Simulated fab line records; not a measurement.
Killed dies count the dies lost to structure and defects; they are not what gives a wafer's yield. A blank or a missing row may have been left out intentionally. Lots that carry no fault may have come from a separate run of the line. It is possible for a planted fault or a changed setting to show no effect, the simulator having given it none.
fab line records	flow n5Finfet
[record] lots = 12	wafers = 36	lastDay = 17
route steps=1938 shown FIN_CUT@175 STI_FIN_REVEAL@196
lots that met no fault: taken from a fault-free run of the same line
startH: the number of hours between the record's first day and the start of the first shown wafer of the lot	waitH: time in hours since the lot's previous step	" unchanged from the row above	L1.1+2: several wafers, shown together as one row	- value missing, or start not given	* or withheld: withheld	< > ~ a bound
route shown NAME@n: a module of which the file shows steps, and the number in the route of the first	usual: mean/standard deviation taken from wafers without a fault	same: alike in all rows	chamber/n: place in a boat	sites: per-site readings	_std_site: the values' standard deviation	_edge_site: mean of outer sites minus mean of inner sites	radiusMm: how far each site lies from the wafer's centre	mask NAME#n: copy n	behind: the most recent tool/chamber to have shaped the wafer	hold: why the lot went on hold/how many hours it stayed there/how the hold came to an end	device: transistor that didn't switch, given as n, p or np	end of line: the tests these same wafers got at the end of their route	a step without rows: its recipe alone	killed: dies lost to structure and defects at the first sort, not the wafer's yield	map: a wafer's dies, marking killed ones x, the rest . and places with no die _
set.NAME: the setting that was run; set.NAME@STEP: the one run at that earlier step	model.NAME: the simulator's own value behind a step, which no gauge read
one table for each step of the route and one row for each wafer, over a sample of lots
services: the hour from which a tool's chamber was out of use, counted from the record's first day as startH (under 0 if before that day), plus the number of hours and why
[[steps]]
[step N5_FIN_CUT_PRECLEAN_35]
[recipe] timeS = 13.3	tempC = 45	pressureTorr = 125	pHfTorr = 3	pCoreactantTorr = 25	chemistry = vHF
[usual] drypumpMotorCurrentA = 5.42/0.2
lot.wafer	tool	chamber	startH	waitH	drypumpMotorCurrentA
L114.2	vaporEtch-02	0	27.84	0.0	5.50
L114.3	"	1	"	"	5.30
L114.5	"	0	"	"	5.53
L115.2	vaporEtch-01	0	33.13	0.0	5.16
L115.3	"	1	"	"	5.70
L115.4	"	0	"	"	5.15
L116.1	vaporEtch-01	0	39.20	0.0	5.17
L116.2	"	1	"	"	5.70
L116.5	"	1	"	"	5.73
L118.2	vaporEtch-02	1	51.22	0.0	5.32
L118.3	"	0	"	"	5.51
L118.6	"	0	"	"	5.49
L119.1	vaporEtch-02	0	59.00	0.3	5.52
L119.4	"	1	"	"	5.31
L119.5	"	0	"	"	5.52
L121.1	vaporEtch-02	1	70.43	0.0	5.31
L121.3	"	0	"	"	5.52
L121.6	"	1	"	"	5.32
L124.2	vaporEtch-01	1	89.18	0.8	5.71
L124.3	"	0	"	"	5.17
L124.6	"	0	"	"	5.18
L125.1	vaporEtch-02	1	93.27	0.0	5.27
L125.2	"	0	"	"	5.51
L125.3	"	1	"	"	5.29
L133.1	vaporEtch-01	1	142.50	0.3	5.69
L133.2	"	0	"	"	5.15
L133.5	"	1	"	"	5.72
L134.1	vaporEtch-02	0	146.84	0.0	5.50
L134.2	"	1	"	"	5.29
L134.4	"	0	"	"	5.52
L136.2	vaporEtch-01	1	159.01	0.0	5.71
L136.5	"	0	"	"	5.15
L136.6	"	1	"	"	5.69
L137.1	vaporEtch-02	0	166.08	0.0	5.50
L137.4	"	1	"	"	5.31
L137.6	"	0	"	"	5.51
[step N5_STI_FIN_REVEAL_RECESS_09]
[recipe] chemistry = HF/NH3	target = SiO2	afsCycles = 11	targetDepthA = 425	tempC = 30	sublimationTempC = 180	sublimationTimeS = 60
[usual] drypumpMotorCurrentA = 5.42/0.22
lot.wafer	tool	chamber	startH	waitH	drypumpMotorCurrentA
L114.2	vaporEtch-01	0	34.62	0.0	5.17
L114.3	"	0	"	"	5.17
L114.5	"	1	"	"	5.71
L115.2	vaporEtch-02	0	39.42	0.0	5.50
L115.3	"	0	"	"	5.50
L115.4	"	1	"	"	5.29
L116.1	vaporEtch-01	1	46.74	0.0	5.69
L116.2	"	0	"	"	5.16
L116.5	"	1	47.80	1.1	5.70
L118.2	vaporEtch-01	0	58.01	0.0	5.17
L118.3	"	0	"	"	5.17
L118.6	"	1	"	"	5.72
L119.1	vaporEtch-01	1	65.35	0.0	5.68
L119.4	"	1	"	"	5.69
L119.5	"	1	"	"	5.69
L121.1	vaporEtch-01	1	76.78	0.0	5.71
L121.3	"	1	"	"	5.70
L121.6	"	0	"	"	5.17
L124.2	vaporEtch-02	0	95.54	0.0	5.52
L124.3	"	0	"	"	5.52
L124.6	"	1	"	"	5.31
L125.1	vaporEtch-01	0	100.10	0.0	5.18
L125.2	"	1	"	"	5.71
L125.3	"	0	"	"	5.16
L133.1	vaporEtch-02	1	149.17	0.0	5.30
L133.2	"	0	"	"	5.49
L133.5	"	0	150.23	1.1	5.47
L134.1	vaporEtch-01	0	153.16	0.0	5.18
L134.2	"	1	"	"	5.68
L134.4	"	1	"	"	5.71
L136.2	vaporEtch-01	0	165.57	0.0	5.15
L136.5	"	1	166.63	1.1	5.69
L136.6	"	0	"	"	5.15
L137.1	vaporEtch-01	0	172.64	0.0	5.17
L137.4	"	1	"	"	5.70
L137.6	"	0	"	"	5.16
[step N5_STI_FIN_REVEAL_OXIDATION_31]
[recipe] chemistry = O2_PLASMA_REMOTE	tempC = 150	timeS = 20	pressureMtorr = 1000	sourcePowerW = 2000	o2FlowSccm = 3000
[usual] drypumpMotorCurrentA = 5.8/0.52	heaterPowerW = 151/3.9	rfFwdPowerW = 1984/7.1	tempCMax = 150.67/0.23
lot.wafer	tool	chamber	startH	waitH	drypumpMotorCurrentA	heaterPowerW	rfFwdPowerW	rfHoursCounterH	tempCMax
L114.2	plasmaAsher-02	0	36.77	0.0	5.2	152	1988	27	150.43
L114.3	"	0	"	"	5.2	153	1989	-	150.62
L114.5	"	1	"	"	5.2	155	1991	-	150.68
L115.2	plasmaAsher-01	1	41.57	0.0	6.0	149	1976	81	150.54
L115.3	"	1	"	"	6.0	152	1972	-	150.50
L115.4	"	0	"	"	6.4	149	1988	-	151.09
L116.1	plasmaAsher-01	1	48.89	0.0	6.0	152	1981	83	150.42
L116.2	"	0	"	"	6.5	145	1991	83	150.85
L116.5	"	0	"	"	6.5	146	1993	-	150.55
L118.2	plasmaAsher-01	0	60.17	0.0	6.4	152	1983	85	150.92
L118.3	"	0	"	"	6.4	146	1987	-	150.70
L118.6	"	1	"	"	6.0	150	1977	-	150.62
L119.1	plasmaAsher-02	0	67.56	0.0	5.3	151	1989	34	150.63
L119.4	"	1	"	"	5.2	156	1991	-	151.18
L119.5	"	1	"	"	5.2	150	1989	-	150.60
L121.1	plasmaAsher-01	0	78.93	0.0	6.5	141	1990	89	150.80
L121.3	"	1	"	"	6.0	151	1972	-	150.23
L121.6	"	1	"	"	6.0	152	1975	-	150.41
L124.2	plasmaAsher-02	1	97.69	0.0	5.2	153	1985	40	150.80
L124.3	"	1	"	"	5.2	154	1982	-	150.81
L124.6	"	0	"	"	5.2	156	1988	-	150.45
L125.1	plasmaAsher-02	1	102.25	0.0	5.2	153	1987	40	151.13
L125.2	"	0	"	"	5.2	155	1979	40	150.53
L125.3	"	1	"	"	5.2	155	1993	-	150.71
L133.1	plasmaAsher-01	1	151.65	0.4	6.0	149	1974	104	150.72
L133.2	"	0	"	"	6.5	148	1994	104	150.67
L133.5	"	0	"	"	6.4	146	1983	-	151.08
L134.1	plasmaAsher-02	1	155.32	0.0	5.2	157	1987	49	150.99
L134.2	"	0	"	"	5.3	153	1990	49	150.28
L134.4	"	0	"	"	5.3	154	1989	-	150.39
L136.2	plasmaAsher-02	0	167.72	0.0	5.3	155	1994	52	150.66
L136.5	"	0	"	"	5.3	157	2003	-	150.47
L136.6	"	1	"	"	5.2	153	1986	-	150.80
L137.1	plasmaAsher-02	0	174.79	0.0	5.2	155	1985	53	150.68
L137.4	"	1	"	"	5.2	158	1976	-	150.48
L137.6	"	1	"	"	5.2	156	1983	-	150.71
[step N5_STI_FIN_REVEAL_CD_MEAS_22]
[recipe] targetCdNm = 6.238	pitchNm = 28	polarity = line
[usual] cdNm = 6.30/0.27
lot.wafer	tool	chamber	startH	waitH	cdNm
L114.2	cdSem-02	-	37.29	0.0	6.42
L114.3	"	-	"	"	6.49
L114.5	"	-	"	"	6.60
L115.2	cdSem-03	-	42.18	0.0	6.47
L115.3	"	-	"	"	6.46
L115.4	"	-	"	"	6.77
L116.1	cdSem-02	-	49.41	0.0	6.59
L116.2	"	-	"	"	6.38
L116.5	"	-	"	"	6.25
L118.2	cdSem-03	-	60.69	0.0	6.00
L118.3	"	-	"	"	6.37
L118.6	"	-	"	"	6.31
L119.1	cdSem-03	-	68.14	0.0	6.92
L119.4	"	-	"	"	6.95
L119.5	"	-	"	"	6.48
L121.1	cdSem-03	-	79.51	0.0	5.96
L121.3	"	-	"	"	5.86
L121.6	"	-	"	"	6.61
L124.2	cdSem-01	-	98.21	0.0	5.75
L124.3	"	-	"	"	6.56
L124.6	"	-	"	"	6.18
L125.1	cdSem-01	-	102.77	0.0	6.06
L125.2	"	-	"	"	6.51
L125.3	"	-	"	"	6.31
L133.1	cdSem-02	-	152.28	0.0	5.78
L133.2	"	-	"	"	6.21
L133.5	"	-	"	"	6.53
L134.1	cdSem-01	-	155.83	0.0	6.37
L134.2	"	-	"	"	6.61
L134.4	"	-	"	"	6.42
L136.2	cdSem-01	-	168.23	0.0	6.59
L136.5	"	-	"	"	5.94
L136.6	"	-	"	"	6.17
L137.1	cdSem-01	-	175.31	0.0	6.67
L137.4	"	-	"	"	6.21
L137.6	"	-	"	"	6.48
[step N5_STI_FIN_REVEAL_FIN_H_MEAS_10]
[usual] trenchDepthNm = 52.0/0.58
lot.wafer	tool	chamber	startH	waitH	trenchDepthNm
L114.2	ocd-02	-	37.32	0.0	52.3
L114.3	"	-	"	"	51.3
L114.5	"	-	"	"	51.9
L115.2	ocd-02	-	42.21	0.0	52.9
L115.3	"	-	"	"	53.1
L115.4	"	-	"	"	52.8
L116.1	ocd-02	-	49.44	0.0	52.6
L116.2	"	-	"	"	52.0
L116.5	"	-	"	"	52.2
L118.2	ocd-01	-	60.72	0.0	51.4
L118.3	"	-	"	"	51.4
L118.6	"	-	"	"	51.6
L119.1	ocd-02	-	68.17	0.0	52.7
L119.4	"	-	"	"	52.3
L119.5	"	-	"	"	52.4
L121.1	ocd-01	-	79.54	0.0	56.4
L121.3	"	-	"	"	51.6
L121.6	"	-	"	"	52.1
L124.2	ocd-02	-	98.24	0.0	51.9
L124.3	"	-	"	"	51.3
L124.6	"	-	"	"	52.0
L125.1	ocd-01	-	102.80	0.0	56.7
L125.2	"	-	"	"	51.9
L125.3	"	-	"	"	52.7
L133.1	ocd-01	-	152.31	0.0	51.6
L133.2	"	-	"	"	51.7
L133.5	"	-	"	"	51.5
L134.1	ocd-02	-	155.86	0.0	51.5
L134.2	"	-	"	"	52.3
L134.4	"	-	"	"	51.6
L136.2	ocd-01	-	168.26	0.0	51.1
L136.5	"	-	"	"	49.9
L136.6	"	-	"	"	51.5
L137.1	ocd-01	-	175.34	0.0	51.1
L137.4	"	-	"	"	52.4
L137.6	"	-	"	"	52.4
[[services]]
tool	chamber	startH	hours	kind
plasmaAsher-02	-	5.13	14.6	pm
vaporEtch-01	-	111.01	2.8	pm
plasmaAsher-02	-	148.95	4.9	repair
[[key]]
[firstSign] step = N5_STI_FIN_REVEAL_FIN_H_MEAS_10	reading = trenchDepthNm	direction = up	sigmas = 7.9	usual = 52.0	struck = 56.6
effect none on later readings
metAt N5_STI_FIN_REVEAL_RECESS_09
struckLots L121,L125
struckWafers L121.1,L125.1
testerLeftOut L121,L125
notActingAt N5_FIN_CUT_PRECLEAN_35,N5_STI_FIN_REVEAL_OXIDATION_31,N5_STI_FIN_REVEAL_CD_MEAS_22
onsetBetween 65.35 76.78
[fault] kind = processParameterDrift	tool = vaporEtch-01	chamber = -	onsetH = 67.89	steps = N5_STI_FIN_REVEAL_RECESS_09	channel = targetDepthA	offset = 40.397	shape = step	endH = 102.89	scope = struckWafersOnly	actsIn = theseRecipesOnly	stated = 425
// testerLeftOut: of these lots the tester's yield and bins aren't shown, on N5 and GAA mostly nor the transistor test; their killed dies are dies lost to structure and defects alone, not to doping, threshold or leakage, so they don't give the yield
